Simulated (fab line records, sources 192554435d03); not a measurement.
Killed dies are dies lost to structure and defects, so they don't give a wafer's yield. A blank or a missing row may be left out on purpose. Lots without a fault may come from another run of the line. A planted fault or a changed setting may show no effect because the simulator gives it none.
fab line records | flow n5_finfet
record lots=7 wafers=39
route steps=1938 shown FIN_SAQP@115 DUMMY_GATE@228 SD_EPI_P@314 HKMG_FIN@389 MOL_CONTACT_COAG@537 BEOL_M4@1111
start_h: hours from the record's first day to the start of the lot's first wafer shown | wait_h: hours since the lot's step before | " the same as in the row above | L1.1+2: a row that stands for several wafers | - no value, or no start given | * or withheld: withheld | < > ~ a bound
route shown NAME@n: a module of which the file shows steps, and the number in the route of the first | usual: mean/standard deviation of fault-free wafers | same: alike in all rows | chamber/n: place in a boat | sites: the reading at each site | _std_site: their standard deviation | _edge_site: outer sites' mean less inner sites' | radius_mm: how far each site lies from the wafer's centre | mask NAME#n: copy n | behind: the tool/chamber that last shaped the wafer | hold: why the lot was held/for how many hours/how that ended | device: the transistor (n, p or np) that didn't switch | end of line: the same wafers' tests at the end of the route | a step without rows: its recipe alone | killed: dies lost to structure and defects at the first sort, not the wafer's yield | map: a wafer's dies, x killed, . not, _ none there
set.NAME: the setting as run; set.NAME@STEP: as run at that earlier step | model.NAME: the simulator's own value behind a step, which no gauge read
lots whose settings were changed on purpose; a table a step, a row a wafer
## steps
# step N5_FIN_SAQP_ETCH_51
# recipe chemistry=CF4 target=SiARC target_depth_a=455 mask_material=CAR-ArF time_s=75.8 ion_energy_ev=80 pressure_mtorr=40 source_w=545 bias_w=36 Ar_flow_sccm=100 cf4_flow_sccm=100 ends=cleared
# step N5_FIN_SAQP_SPACER2_ALD_28
# recipe material=SiO2 target_thk_a=81 temp_c=300 ald_precursor_family=BDEAS ald_co_reactant=O2-plasma pulse_time_s=1 purge_time_s=2 co_reactant_purge_time_s=2 pressure_torr=2
# step N5_FIN_SAQP_ETCH_34
# recipe chemistry=C4F6/O2 target=SiO2 target_depth_a=450 time_s=15 ion_energy_ev=250 pressure_mtorr=30 source_w=345 bias_w=185 Ar_flow_sccm=300 C4F6_flow_sccm=10 O2_flow_sccm=10 ends=cleared
# step N5_DUMMY_GATE_EXPOSE_12
# recipe mask_id=GATE na=0.33 source_shape=annular sigma_inner=0.2 sigma_outer=0.6 polarization=unpolarized target_cd_nm=25 dose_mj=34
# step N5_SD_EPI_P_SD_RECESS_17
# recipe chemistry=HBr/Cl2/O2 target_depth_a=391 bt_time_s=3 pressure_mtorr=10 icp_w=800 bias_w=112 HBr_flow_sccm=150 Cl2_flow_sccm=80 O2_flow_sccm=12
# step N5_HKMG_FIN_ALD_75
# recipe material=Al2O3 target_thk_a=10 temp_c=150 ald_precursor_family=TMA ald_co_reactant=H2O pulse_time_s=withheld co_reactant_pulse_time_s=1
# step N5_HKMG_FIN_ETCH_54
# step N5_MOL_CONTACT_COAG_ETCH_15
# recipe chemistry=CH3F/O2 target=SiNx target_depth_a=70 mask_material=SOC stop_on=Si:P over_etch_frac=0.75 ion_energy_ev=120 pressure_mtorr=30 source_w=395 bias_w=73 Ar_flow_sccm=150 CH3F_flow_sccm=30 O2_flow_sccm=20
# step N5_MOL_CONTACT_COAG_ETCH_67
# recipe chemistry=N2/H2 target=SOC target_depth_a=600 overetch_a=210 mask_material=SiARC temp_c=40 time_s=101.2 ion_energy_ev=200 pressure_mtorr=30 source_w=840 bias_w=150 n2_flow_sccm=200 h2_flow_sccm=200
# step N5_BEOL_M4_RC_MEAS_101
# usual CJ_P=5.81/0.12 DIBL_N=35.9/1.4 DIBL_P=35.9/1.7 IOFF_N=0.155/0.023 IOFF_P=0.201/0.029
# columns lot.wafer tool chamber start_h wait_h set.cf4_flow_sccm@FIN_SAQP_ETCH_51 set.temp_c@FIN_SAQP_SPACER2_ALD_28 set.source_w@FIN_SAQP_ETCH_34 set.dose_mj@DUMMY_GATE_EXPOSE_12 set.target_depth_a@SD_EPI_P_SD_RECESS_17 set.target_thk_a@HKMG_FIN_ALD_75 set.source_w@HKMG_FIN_ETCH_54 set.source_w@MOL_CONTACT_COAG_ETCH_15 set.source_w@MOL_CONTACT_COAG_ETCH_67 CJ_P DIBL_N[mV/V] DIBL_P[mV/V] IOFF_N[nA/um] IOFF_P[nA/um]
L077.1 prober-02 0 194.31 0.0 79.27 300 345 34.99 391 9.441 586.7 458.6 840 5.80 37.9 37.5 0.168 0.215
L077.2 " 0 " " 100 300 304 34 391 9.441 586.7 458.6 701.2 5.86 37.3 36.8 0.160 0.201
L077.3 " 0 " " 79.27 300 345 34 391 10 545 458.6 840 5.83 37.7 36.6 0.163 0.202
L077.4 " 0 " " 100 300 304 34 391 9.441 545 395 701.2 5.86 35.7 34.2 0.130 0.170
L077.5 " 0 " " 79.27 300 304 34.99 391 10 586.7 395 701.2 5.88 36.2 35.3 0.137 0.182
L077.6 " 0 " " 100 300 345 34.99 391 10 545 395 840 5.72 37.5 37.5 0.171 0.218
L084.1 prober-01 0 243.82 0.0 85.79 300 345 34 391 9.463 545 395 943.2 5.84 35.9 35.8 0.146 0.187
L084.2 " 0 " " 100 300 345 34 359.9 10 641.7 395 840 5.35 34.5 34.2 0.126 0.162
L084.3 " 0 " " 85.79 306.3 345 34 359.9 10 545 395 943.2 5.31 35.6 34.9 0.134 0.169
L084.4 " 0 " " 100 306.3 345 34 359.9 9.463 545 395 840 5.34 36.5 36.5 0.159 0.189
L084.5 " 0 " " 100 306.3 345 34 391 10 641.7 395 943.2 5.78 34.8 34.5 0.126 0.171
L084.6 " 0 " " 85.79 300 345 34 391 9.463 641.7 395 840 5.85 36.2 36.6 0.152 0.203
L086.1 prober-02 0 245.48 0.0 100 300 380.3 36.38 391 9.18 545 395 943.5 5.61 40.0 39.1 0.200 0.244
L086.2 " 0 " " 100 300 345 34 409.9 9.18 545 395 840 5.93 35.2 34.2 0.123 0.181
L086.3 " 0 " " 117.1 300 380.3 34 391 10 545 337.8 840 5.94 37.1 35.2 0.146 0.188
L086.4 " 0 " " 117.1 300 345 34 409.9 9.18 619 337.8 943.5 6.07 36.8 36.6 0.147 0.222
L086.5 " 0 " " 117.1 300 380.3 36.38 409.9 10 619 395 943.5 5.97 39.7 39.7 0.200 0.271
L086.6 " 0 " " 100 300 345 36.38 391 10 619 337.8 840 5.78 41.9 40.9 0.239 0.278
L091.1 prober-02 0 275.34 0.0 100 311.6 345 31.59 391 10 545 367.9 840 5.81 31.8 30.8 0.099 0.138
L091.2 " 0 " " 100 300 345 34 391 8.599 633.8 367.9 958.9 5.94 36.4 35.5 0.143 0.189
L091.3 " 0 " " 100 311.6 345 34 408.6 10 633.8 395 840 6.08 35.7 35.9 0.131 0.201
L091.4 " 0 " " 100 311.6 290.7 31.59 408.6 8.599 545 395 840 6.00 30.5 29.4 0.081 0.128
L091.5 " 0 " " 100 300 290.7 34 391 10 545 395 958.9 5.91 35.7 34.7 0.131 0.173
L091.6 " 0 " " 100 300 290.7 31.59 408.6 8.599 633.8 367.9 958.9 6.05 30.9 30.0 0.087 0.135
L092.1 prober-02 0 279.19 0.0 82.42 300 345 34 391 10 545 464.4 840 5.91 35.4 36.6 0.148 0.165
L092.2 " 0 " " 82.42 300 345 36.71 372.3 9.623 491.5 464.4 885.4 5.53 38.8 39.4 0.200 0.191
L092.3 " 0 " " 100 300 345 36.71 391 9.623 545 395 885.4 6.00 39.2 40.7 0.204 0.211
L092.4 " 0 " " 82.42 300 345 34 372.3 9.623 491.5 395 840 5.78 36.1 36.4 0.154 0.151
L092.5 " 0 " " 100 300 345 34 391 10 491.5 464.4 885.4 5.85 34.1 34.6 0.125 0.140
L092.6 " 0 " " 100 300 345 36.71 372.3 10 545 395 840 5.56 41.1 42.9 0.246 0.235
L095.2 prober-01 0 304.38 0.2 100 300 345 34 391 10 545 395 840 5.91 35.4 36.7 0.188 0.220
L095.3 " 0 " " 100 300 345 34 391 10 545 395 840 5.79 36.3 38.7 0.205 0.250
L095.5 " 0 " " 100 300 345 34 391 10 545 395 840 5.90 34.9 35.6 0.163 0.206
L096.1 prober-01 0 305.76 0.2 110.6 300 345 35.3 413.1 10 442.5 357.2 840 6.11 38.2 38.5 0.179 0.238
L096.2 " 0 " " 100 300 345 34 391 10.88 442.5 357.2 840 5.94 34.4 33.7 0.118 0.161
L096.3 " 0 " " 110.6 306.7 400.6 34 391 10 545 395 840 5.90 35.4 35.0 0.144 0.173
L096.4 " 0 " " 100 306.7 400.6 35.3 413.1 10.88 442.5 395 892.4 6.20 38.8 38.6 0.180 0.246
L096.5 " 0 " " 100 300 400.6 35.3 391 10.88 545 357.2 892.4 5.91 37.0 36.8 0.162 0.203
L096.6 " 0 " " 110.6 306.7 345 34 413.1 10 545 395 892.4 6.30 35.2 35.7 0.130 0.198
## key
split step=N5_FIN_SAQP_ETCH_51 setting=cf4_flow_sccm stated_as=100
response none clear
split step=N5_FIN_SAQP_SPACER2_ALD_28 setting=temp_c stated_as=300
response none clear
split step=N5_FIN_SAQP_ETCH_34 setting=source_w stated_as=345
response none clear
split step=N5_DUMMY_GATE_EXPOSE_12 setting=dose_mj stated_as=34
response step=N5_BEOL_M4_RC_MEAS_101 reading=DIBL_N slope=+0.594 per=1% together_with=all explained=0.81
response step=N5_BEOL_M4_RC_MEAS_101 reading=DIBL_P slope=+0.672 per=1% together_with=all explained=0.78
response step=N5_BEOL_M4_RC_MEAS_101 reading=IOFF_P slope=+0.00868 per=1% together_with=all explained=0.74
response step=N5_BEOL_M4_RC_MEAS_101 reading=IOFF_N slope=+0.0087 per=1% together_with=all explained=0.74
split step=N5_SD_EPI_P_SD_RECESS_17 setting=target_depth_a stated_as=391
response step=N5_BEOL_M4_RC_MEAS_101 reading=CJ_P slope=+0.0557 per=1% together_with=all explained=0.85
split step=N5_HKMG_FIN_ALD_75 setting=target_thk_a stated_as=10
response none clear
split step=N5_HKMG_FIN_ETCH_54 setting=source_w stated_as=545
response none clear
split step=N5_MOL_CONTACT_COAG_ETCH_15 setting=source_w stated_as=395
response none clear
split step=N5_MOL_CONTACT_COAG_ETCH_67 setting=source_w stated_as=840
response none clear
